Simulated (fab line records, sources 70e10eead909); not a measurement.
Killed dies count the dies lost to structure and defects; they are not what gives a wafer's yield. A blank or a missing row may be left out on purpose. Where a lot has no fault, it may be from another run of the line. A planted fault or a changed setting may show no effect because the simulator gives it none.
A lot that was struck, set against a sound lot -- flow nandHarc -- 21 out of 1302 route steps
Sound: these wafers, L262.2, L262.5, L262.6. Struck: wafers L272.2, L272.4, L272.5. The cause is named last.
Per side, at each step with rows, come the tool, then ch with its chambers, and then its first start. Under that, the readings that differ: sound wafers -- struck wafers -- difference of the means -- sigmas: that difference in standard deviations of wafers without a fault.
alike: same words and numbers on both sides, and readings whose means sit less than 2 such deviations apart. not compared: any withheld reading, any reading some wafer has no value for, any bound like >300 that may hide the same value, and any number with overlapping values for which the record gives no deviation.
A row with sigmas, a row that says differs or no value, or rows on one side alone: a step with any of these is where the two part. Numbers that don't overlap but have no deviation are shown without sigmas and don't part them. Lack of a reading on every wafer of one side parts them only where that side has two or more wafers.

NHARC_P_CONTACT_CVD_23: deposits W, target thk 200 nm, time 557 s.
  sound on cvdW-01 ch 0,1; struck on cvdW-01 ch 0,1
  alike: heaterPowerW, throttleValvePct
NHARC_P_CONTACT_CMP_24: polishes, t overpolish 30 s, target thk 200 nm.
  sound on cmp-04 ch 0,1,2, day 7 13:41; struck on cmp-04 ch 0,3, day 12 02:13
  alike: motorCurrentA, overpolishRunS, retainingRingPressureFrac, slurryFilterDpKPa, timeToEndpointS
  not compared: padLifeWafers
next, for these wafers, 1 step has no rows: NHARC_P_CONTACT_SRD_26.
NHARC_P_CONTACT_INSPECT_27:
  struck on defectInspect-02, day 12 02:37; sound on defectInspect-02, day 7 14:02
  alike: rawDefectCount
then, 7 steps without rows for these wafers: NHARC_P_M0_DEP_00 (deposits SiOC, target thk 150 nm); NHARC_P_M0_DEHYDRATE_01 (time 120 s); NHARC_P_M0_HMDS_02 (time 30 s); NHARC_P_M0_COAT_33 (time 65 s); NHARC_P_M0_COAT_03 (resist thk 90 nm); NHARC_P_M0_SOFTBAKE_04 (time 55 s); NHARC_P_M0_EBR_05.
NHARC_P_M0_EXPOSE_06: exposes mask P M0, target cd 90 nm.
  sound on arfiScanner-03 ch 0, day 7 14:47; struck on arfiScanner-02 ch 0, day 12 03:23
reading,sound,struck,difference,sigmas
exposureDoseMJCm2,80.96 81.02 81.15,83.28 83.39 83.36,+2.30,+29
  alike: mask
then, 2 steps without rows for these wafers: NHARC_P_M0_PEB_07 (peb time 65 s); NHARC_P_M0_DEVELOP_08 (develop time 35 s).
NHARC_P_M0_CD_MEAS_09 targets a cd of 90 nm.
  sound on cdSem-03 ch 0, day 7 14:56; struck on cdSem-02 ch 0, day 12 03:32
  alike: cdNm
NHARC_P_M0_OVL_MEAS_10: pitch 180 nm.
  struck on overlay-01, day 12 03:37; sound on overlay-01, day 7 15:01
  alike: overlayXNm, overlayYNm
NHARC_P_M0_INSPECT_11:
  struck on defectInspect-01, day 12 03:39; sound on defectInspect-01, day 7 15:03
  alike: rawDefectCount
NHARC_P_M0_DESCUM_14: chemistry O2, time 3 s.
  sound on rieDiel-04 ch 1,2, day 7 15:07; struck on rieDiel-04 ch 1,2, day 12 03:51
reading,sound,struck,difference,sigmas
model.P_M0.cdNm (nm),89.97 90.41 90.45,91.64 91.27 92.39,+1.49,
  alike: drypumpMotorCurrentA, oesProductAu, rfVppV, showerheadPlenumPTorr, throttleValvePct
  not compared: rfHoursCounterH
NHARC_P_M0_ETCH_34: etches the open film in N2/H2, target depth 40 nm, overetch 12 nm, time 43.94 s.
  sound on rieDiel-04 ch 1,2,3, day 7 15:13; struck on rieDiel-04 ch 0,1,2, day 12 03:59
  alike: drypumpMotorCurrentA, oesProductAu, rfVppV, showerheadPlenumPTorr, throttleValvePct
  not compared: rfHoursCounterH
NHARC_P_M0_ETCH_15: etches the open film in C4F8/Ar, target depth 150 nm, overetch 15 nm, time 82.5 s.
  sound on rieDiel-04 ch 0,2,3; struck on rieDiel-04 ch 0,1
reading,sound,struck,difference,sigmas
model.P_M0.cdNm (nm),90.41 90.4 90.3,90.91 90.62 91.91,+0.78,
  alike: oesProductAu, rfVppV
  not compared: rfHoursCounterH
NHARC_P_M0_CD_MEAS_16:
  struck on cdSem-01, day 12 04:11; sound on cdSem-03, day 7 15:25
  alike: cdNm

WHERE THEY PART
At NHARC_P_M0_EXPOSE_06 and nowhere else, as far as this record goes. Later steps at which nothing parts them and some readings are alike: NHARC_P_M0_CD_MEAS_09, NHARC_P_M0_OVL_MEAS_10, NHARC_P_M0_INSPECT_11, NHARC_P_M0_DESCUM_14, NHARC_P_M0_ETCH_34, NHARC_P_M0_ETCH_15, NHARC_P_M0_CD_MEAS_16.

WHY: what the simulator had put in
Drift in process parameters on arfiScanner-02 at NHARC_P_M0_EXPOSE_06, starting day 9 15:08. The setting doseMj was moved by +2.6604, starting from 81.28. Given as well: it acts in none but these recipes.
